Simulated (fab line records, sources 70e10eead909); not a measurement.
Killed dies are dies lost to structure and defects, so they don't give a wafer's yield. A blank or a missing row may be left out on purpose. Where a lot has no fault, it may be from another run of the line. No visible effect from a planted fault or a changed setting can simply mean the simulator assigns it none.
fab line records    flow nand_harc
record: lots: 12  wafers: 36  last_day: 25
route steps=1159 shown A_SLIT@792 A_WL_FILL@825
lots with no fault: from the same line, run without faults
start_h: start of the lot's first displayed wafer, in hours after the record's first day    wait_h: hours elapsed since this lot's preceding step    " as in the row above    L1.1+2: a row that stands for several wafers    - no value, or no start given    * or withheld: withheld    < > ~ a bound
route shown NAME@n: NAME is a module with steps in the file, n the number in the route of the first one    usual: mean/standard deviation taken from wafers without a fault    same: alike in all rows    chamber/n: place in a boat    sites: the reading at each site    _std_site: the values' standard deviation    _edge_site: the outer-site mean with the inner-site mean subtracted    radius_mm: how far each site lies from the wafer's centre    mask NAME#n: copy n    behind: the most recent tool/chamber to have shaped the wafer    hold: reason for holding the lot/hours on hold/outcome of the hold    device: the n, p or np transistor that did not switch    end of line: tests run on the same wafers once the route is complete    a step without rows: its recipe alone    killed: dies that structure and defects cost at the first sort, which is not the same as the wafer's yield    map: a wafer's dies, marking killed ones x, the rest . and places with no die _
set.NAME: setting as actually run; set.NAME@STEP: the setting as run at that earlier step    model.NAME: the simulator's own value behind a step, which no gauge read
the route's steps for a sample of lots (tables are steps, rows are wafers)
services: a tool's chamber out of use, with start hour (start_h, from the record's first day; less than 0 if before it), hours out, and reason
== steps ==
step: NHARC_A_SLIT_INSPECT_11
usual: raw_defect_count: 25/13
lot.wafer  tool               chamber  start_h  wait_h  raw_defect_count
L745.1     defect_inspect-01  -        333.09   0.0     14
L745.3     "                  -        "        "       29
L745.4     "                  -        "        "       20
L747.1     defect_inspect-02  -        333.24   0.0     7
L747.3     "                  -        "        "       9
L747.5     "                  -        "        "       15
L746.1     defect_inspect-01  -        333.40   0.0     15
L746.3     "                  -        "        "       23
L746.6     "                  -        "        "       24
L750.2     defect_inspect-01  -        339.17   0.0     29
L750.5     "                  -        "        "       27
L750.6     "                  -        "        "       22
L748.2     defect_inspect-02  -        341.11   0.0     17
L748.5     "                  -        "        "       12
L748.6     "                  -        "        "       14
L754.1     defect_inspect-02  -        382.26   0.0     32
L754.5     "                  -        "        "       30
L754.6     "                  -        "        "       38
L759.3     defect_inspect-01  -        407.57   0.0     13
L759.4     "                  -        "        "       15
L759.5     "                  -        "        "       10
L757.2     defect_inspect-01  -        409.05   0.0     23
L757.3     "                  -        "        "       15
L757.4     "                  -        "        "       18
L762.1     defect_inspect-02  -        437.30   0.0     11
L762.2     "                  -        "        "       9
L762.5     "                  -        "        "       8
L761.2     defect_inspect-02  -        437.33   0.0     33
L761.3     "                  -        "        "       33
L761.4     "                  -        "        "       37
L764.1     defect_inspect-02  -        441.28   0.0     44
L764.3     "                  -        "        "       37
L764.5     "                  -        "        "       44
L767.2     defect_inspect-02  -        443.42   0.0     27
L767.3     "                  -        "        "       22
L767.4     "                  -        "        "       15
step: NHARC_A_SLIT_ETCH_15
recipe: target_depth_a: 32000  over_etch_frac: 0.3  time_s: 832  ion_energy_ev: 150  o2_flow_sccm: 400  cos_flow_sccm: 20  ar_flow_sccm: 0  rf_w: 500  bias_w: 300  chemistry: O2/COS
usual: drypump_motor_current_A: 5.6/0.54  oes_product_au: 0.998/0.011  rf_vpp_V: 314.5/2.3  showerhead_plenum_p_Torr: 3.15/0.16  throttle_valve_pct: 28.331/0.0083
lot.wafer  tool         chamber  start_h  wait_h  drypump_motor_current_A  oes_product_au  rf_hours_counter_h  rf_vpp_V  showerhead_plenum_p_Torr  throttle_valve_pct
L745.3     rie_diel-08  2        -        -       6.4                      1.011           1                   316.2     3.23                      28.322
L745.1     "            3        "        "       5.3                      0.984           1                   316.6     3.32                      28.333
L745.4     "            1        "        "       5.7                      1.007           1                   315.0     3.21                      28.329
L746.1     rie_diel-10  2        -        -       4.9                      1.002           10                  311.8     2.91                      28.320
L746.3     "            3        "        "       6.0                      0.969           10                  313.1     3.09                      28.318
L746.6     "            1        "        "       5.4                      1.015           -                   315.7     3.19                      28.322
L747.1     rie_diel-12  3        -        -       6.0                      1.006           10                  311.2     2.92                      28.333
L747.3     "            2        "        "       5.4                      1.001           9                   319.3     3.36                      28.334
L747.5     "            0        "        "       6.4                      0.986           -                   317.1     3.34                      28.329
L750.2     rie_diel-10  2        -        -       4.9                      1.008           11                  310.5     2.91                      28.340
L750.6     "            3        "        "       6.1                      0.970           -                   314.5     3.09                      28.347
L750.5     "            0        "        "       5.3                      0.996           -                   312.0     2.93                      28.329
L748.2     rie_diel-10  1        -        -       5.5                      1.003           11                  312.6     3.19                      28.317
L748.6     "            1        "        "       5.5                      1.010           -                   315.5     3.19                      28.312
L748.5     "            2        "        "       4.9                      1.010           -                   310.0     2.91                      28.318
L754.1     rie_diel-10  2        -        -       4.9                      0.985           1                   312.7     2.91                      28.343
L754.6     "            0        "        "       5.3                      0.991           -                   312.3     2.93                      28.335
L754.5     "            1        "        "       5.5                      1.011           -                   315.1     3.19                      28.333
L759.3     rie_diel-10  3        -        -       6.0                      0.985           4                   314.0     3.09                      28.333
L759.4     "            0        "        "       5.3                      0.995           3                   311.5     2.92                      28.323
L759.5     "            2        "        "       4.9                      0.995           -                   311.2     2.91                      28.343
L757.2     rie_diel-08  0        -        -       4.9                      1.001           6                   316.2     3.31                      28.323
L757.3     "            2        "        "       6.4                      0.992           7                   315.2     3.23                      28.345
L757.4     "            3        "        "       5.3                      1.000           -                   317.9     3.32                      28.348
L762.2     rie_diel-08  1        -        -       5.7                      1.016           6                   314.7     3.20                      28.329
L762.1     "            2        "        "       6.4                      1.023           9                   315.3     3.23                      28.335
L762.5     "            1        "        "       5.7                      1.010           -                   313.8     3.20                      28.332
L761.3     rie_diel-10  1        -        -       5.4                      0.992           7                   314.5     3.19                      28.338
L761.2     "            2        "        "       4.9                      0.992           7                   312.1     2.91                      28.337
L761.4     "            0        "        "       5.3                      0.998           7                   312.7     2.92                      28.319
L764.3     rie_diel-10  3        -        -       6.0                      0.995           7                   314.1     3.09                      28.327
L764.1     "            1        "        "       5.4                      0.989           8                   312.8     3.19                      28.345
L764.5     "            2        "        "       4.9                      0.980           -                   311.5     2.91                      28.327
L767.2     rie_diel-10  2        -        -       4.9                      0.994           8                   311.5     2.91                      28.336
L767.3     "            0        "        "       5.3                      1.007           8                   311.9     2.92                      28.329
L767.4     "            1        "        "       5.5                      0.986           8                   314.1     3.18                      28.339
step: NHARC_A_SLIT_STRIP_18
recipe: o2_flow_sccm: 500  ar_flow_sccm: 0  bias_w: 0  chemistry: O2
usual: drypump_motor_current_A: 5.6/0.53  oes_product_au: 0.998/0.01  rf_vpp_V: 58.0/0.94  showerhead_plenum_p_Torr: 3.57/0.18  throttle_valve_pct: 17.036/0.0088
lot.wafer  tool         chamber  start_h  wait_h  drypump_motor_current_A  oes_product_au  rf_hours_counter_h  rf_vpp_V  showerhead_plenum_p_Torr  throttle_valve_pct
L745.3     rie_diel-10  3        -        -       6.1                      0.978           10                  57.0      3.50                      17.031
L745.1     "            0        "        "       5.3                      0.992           10                  55.9      3.31                      17.049
L745.4     "            1        "        "       5.5                      1.011           10                  59.2      3.60                      17.038
L746.3     rie_diel-08  1        -        -       5.7                      1.017           1                   57.8      3.62                      17.041
L746.1     "            2        "        "       6.4                      1.015           2                   59.1      3.65                      17.025
L746.6     "            1        "        "       5.7                      1.014           -                   57.4      3.62                      17.027
L747.3     rie_diel-12  3        -        -       6.0                      1.005           10                  57.8      3.31                      17.032
L747.1     "            0        "        "       6.4                      0.992           11                  60.0      3.78                      17.046
L747.5     "            2        "        "       5.4                      0.999           -                   58.0      3.79                      17.033
L750.2     rie_diel-12  1        -        -       6.1                      1.010           11                  57.7      3.65                      17.034
L750.5     "            3        "        "       6.0                      1.006           -                   57.0      3.31                      17.028
L750.6     "            0        "        "       6.4                      0.989           -                   58.1      3.78                      17.038
L748.2     rie_diel-08  3        -        -       5.3                      0.989           3                   58.7      3.75                      17.040
L748.5     "            1        "        "       5.7                      0.992           -                   58.7      3.62                      17.055
L748.6     "            2        "        "       6.4                      1.002           -                   57.9      3.65                      17.038
L754.1     rie_diel-08  2        -        -       6.5                      1.005           5                   59.4      3.65                      17.036
L754.5     "            2        "        "       6.4                      1.002           -                   57.6      3.65                      17.023
L754.6     "            3        "        "       5.3                      0.996           -                   58.4      3.75                      17.054
L759.3     rie_diel-12  0        -        -       6.4                      1.002           2                   56.9      3.77                      17.036
L759.4     "            1        "        "       6.2                      1.001           2                   58.4      3.65                      17.033
L759.5     "            3        "        "       6.0                      0.982           -                   58.0      3.30                      17.028
L757.2     rie_diel-08  2        -        -       6.4                      1.013           8                   58.1      3.65                      17.028
L757.4     "            3        "        "       5.3                      1.002           7                   59.5      3.75                      17.042
L757.3     "            1        "        "       5.7                      0.989           5                   57.7      3.62                      17.045
L762.1     rie_diel-10  0        -        -       5.3                      1.003           7                   57.3      3.31                      17.027
L762.2     "            3        "        "       6.0                      0.993           7                   57.7      3.49                      17.044
L762.5     "            1        "        "       5.4                      1.002           -                   57.3      3.60                      17.012
L761.2     rie_diel-08  0        -        -       4.8                      1.012           8                   57.7      3.73                      17.027
L761.4     "            1        "        "       5.7                      1.009           7                   58.1      3.62                      17.036
L761.3     "            2        "        "       6.4                      1.015           9                   57.1      3.65                      17.033
L764.1     rie_diel-10  0        -        -       5.3                      1.007           8                   58.9      3.30                      17.042
L764.3     "            2        "        "       4.9                      0.986           9                   58.3      3.29                      17.019
L764.5     "            1        "        "       5.5                      0.985           -                   59.7      3.60                      17.030
L767.2     rie_diel-08  3        -        -       5.3                      0.994           10                  58.7      3.75                      17.036
L767.3     "            0        "        "       4.8                      0.998           9                   58.0      3.73                      17.035
L767.4     "            2        "        "       6.4                      1.004           11                  56.7      3.64                      17.055
step: NHARC_A_WL_FILL_ETCHBACK_17
recipe: target_depth_a: 40  time_s: 26.7  chemistry: Cl2/BCl3
usual: drypump_motor_current_A: 6.14/0.25  oes_product_au: 0.998/0.0099
lot.wafer  tool          chamber  start_h  wait_h  drypump_motor_current_A  oes_product_au  rf_hours_counter_h
L745.1     rie_metal-03  1        363.60   -       6.51                     0.999           2.2
L745.3     "             0        "        "       6.26                     1.006           -
L745.4     "             1        "        "       6.52                     1.002           -
L747.1     rie_metal-01  0        363.62   -       6.02                     1.000           0.7
L747.3     "             1        "        "       5.82                     0.994           -
L747.5     "             1        "        "       5.80                     0.999           -
L746.1     rie_metal-03  1        368.11   -       6.50                     0.984           2.3
L746.3     "             1        "        "       6.51                     0.991           -
L746.6     "             1        "        "       6.51                     0.987           -
L748.2     rie_metal-01  1        371.83   -       5.84                     0.980           0.8
L748.5     "             0        "        "       6.02                     1.003           -
L748.6     "             1        "        "       5.80                     0.982           -
L750.2     rie_metal-02  1        372.73   -       5.84                     0.995           4.8
L750.5     "             0        "        "       6.27                     1.005           -
L750.6     "             1        "        "       5.86                     0.994           -
L754.1     rie_metal-03  1        409.88   0.1     6.48                     1.002           2.9
L754.6     "             1        "        "       6.48                     0.988           -
L754.5     "             0        "        "       6.26                     0.987           -
L757.2     rie_metal-03  0        436.42   -       6.26                     1.001           4.0
L757.3     "             0        "        "       6.30                     1.000           -
L757.4     "             1        "        "       6.50                     0.846           -
L759.3     rie_metal-03  1        442.05   -       6.51                     1.003           -
L759.4     "             0        "        "       6.28                     0.839           -
L759.5     "             1        "        "       6.52                     0.845           -
L761.2     rie_metal-01  0        465.69   -       6.01                     1.005           3.3
L761.4     "             1        "        "       5.82                     0.982           -
L761.3     "             0        "        "       6.02                     1.018           -
L762.1     rie_metal-01  1        468.76   -       5.83                     0.985           4.3
L762.2     "             0        "        "       6.00                     1.009           3.3
L762.5     "             1        "        "       5.84                     0.982           -
L764.1     rie_metal-02  0        474.10   -       6.23                     0.997           2.9
L764.3     "             1        "        "       5.88                     1.020           -
L764.5     "             1        "        "       5.89                     1.014           -
L767.2     rie_metal-02  1        478.79   -       5.89                     1.012           2.9
L767.3     "             1        "        "       5.90                     1.017           -
L767.4     "             0        "        "       6.25                     1.006           -
== services ==
tool          chamber  start_h  hours  kind
rie_metal-02  1        318.62   1.5    repair
rie_metal-01  -        332.00   9.0    pm
rie_diel-10   0        332.50   -      clean
rie_diel-10   1        332.50   -      clean
rie_diel-10   2        332.50   -      clean
rie_diel-10   3        332.50   -      clean
rie_diel-10   -        353.50   9.0    pm
rie_diel-10   0        353.50   9.0    vent_cycle
rie_diel-10   1        353.50   9.0    vent_cycle
rie_diel-10   2        353.50   9.0    vent_cycle
rie_diel-10   3        353.50   9.0    vent_cycle
rie_diel-10   0        362.50   -      clean
rie_diel-10   1        362.50   -      clean
rie_diel-10   2        362.50   -      clean
rie_diel-12   1        366.55   8.4    repair
rie_diel-10   3        369.45   2.4    repair
rie_metal-03  1        373.84   18.6   repair
rie_diel-12   -        379.40   9.0    pm
rie_metal-02  -        388.00   9.0    pm
rie_diel-08   1        390.13   22.3   repair
rie_diel-12   -        424.68   1.2    repair
rie_diel-08   -        446.94   0.2    repair
rie_metal-03  -        453.00   9.0    pm
rie_metal-01  0        453.27   5.8    repair
== key ==
first_sign: step: NHARC_A_WL_FILL_ETCHBACK_17  reading: oes_product_au  direction: down  sigmas: 16  usual: 0.998  struck: 0.843
effect none on later readings
met_at NHARC_A_WL_FILL_ETCHBACK_17
struck_lots L757,L759
struck_wafers L757.4,L759.4,L759.5
tester_left_out L757,L759
not_acting_at NHARC_A_SLIT_INSPECT_11,NHARC_A_SLIT_ETCH_15,NHARC_A_SLIT_STRIP_18
onset_between 409.88 436.42
fault: kind: process_parameter_drift  tool: rie_metal-03  chamber: -  onset_h: 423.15  steps: NHARC_A_WL_FILL_ETCHBACK_17  channel: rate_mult  offset: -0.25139  shape: step  end_h: 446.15  scope: struck_wafers_only
tester_left_out: of these lots the tester's yield and bins aren't shown, on N5 and GAA mostly nor the transistor test; their killed dies are dies lost to structure and defects alone, not to doping, threshold or leakage, so they don't give the yield
